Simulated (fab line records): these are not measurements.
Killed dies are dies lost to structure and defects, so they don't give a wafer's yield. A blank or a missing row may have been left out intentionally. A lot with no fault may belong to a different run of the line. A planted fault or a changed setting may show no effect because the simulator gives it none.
Which tool did it? ; flow nand_harc ; Sampling: 12 lots, 36 wafers, 2 of 1302 route steps

## WHAT EACH GAUGE READ, for each wafer
NHARC_P_M0_CD_MEAS_16.
lot;measured;on;cd_nm (nm)
L075;day 6 17:53;cd_sem-01;89.3 89.7 90.3
L077;day 7 14:31;cd_sem-02;91.1 90.7 89.9
L079;day 8 02:32;cd_sem-01;91.4 89.6 93.0
L081;day 9 05:25;cd_sem-03;89.6 88.5 89.5
L083;day 10 04:16;cd_sem-01;88.8 91.3 90.2
L085;day 10 20:32;cd_sem-02;90.4 90.4 91.4
L087;day 11 22:03;cd_sem-02;88.7 89.8 88.4
L089;day 12 15:39;cd_sem-01;91.6 90.0 89.5
L091;day 13 11:23;cd_sem-02;90.7 91.0 88.7
L093;day 14 04:00;cd_sem-01;90.4 89.9 89.1
L094;day 15 01:46;cd_sem-02;92.3 90.9 91.1
L097;day 15 15:59;cd_sem-01;91.5 90.3 90.5

## WHICH TOOL RAN EACH LOT (tool, then ch and the chambers of the sampled wafers, then the start)
lot;NHARC_P_M0_ETCH_15
L075;rie_diel-04 ch 2,3, day 6 17:53 or earlier
L077;rie_diel-04 ch 1,2,3, day 7 14:31 or earlier
L079;rie_diel-04 ch 1,2,3, day 8 02:32 or earlier
L081;rie_diel-04 ch 2,3, day 9 05:25 or earlier
L083;rie_diel-03 ch 0,1,3, day 10 04:16 or earlier
L085;rie_diel-03 ch 0,2,3, day 10 20:32 or earlier
L087;rie_diel-04 ch 0,2,3, day 11 22:03 or earlier
L089;rie_diel-04 ch 0,1,2, day 12 15:39 or earlier
L091;rie_diel-03 ch 0,1,2, day 13 11:23 or earlier
L093;rie_diel-02 ch 1,2,3, day 14 04:00 or earlier
L094;rie_diel-04 ch 0,2,3, day 15 01:46 or earlier
L097;rie_diel-04 ch 1,2,3, day 15 15:59 or earlier
- NHARC_P_M0_ETCH_15: etches the open film in C4F8/Ar, target depth 150 nm, overetch 15 nm, time 82.5 s.

## THE ANSWER, worked out from the rows above alone
Rule: usual is defined by the lots themselves. The widest of any qualifying gaps counts: lots, ordered by their means at a reading, are off when they make up no more than a third of the lots, leave a main group of 4 or more, and stand apart from it by 3 or more times the standard deviation of that group's means. If all means in a main group match to the digits the tables above print for the reading, that group is not used. Also off: a lot with no number at a reading for which 4 or more lots have one. Any other lot the step has rows for is counted as sound.
No lot is off on any of the readings shown, so nothing can be concluded from this.

## WHAT THE SIMULATOR HAD PUT IN
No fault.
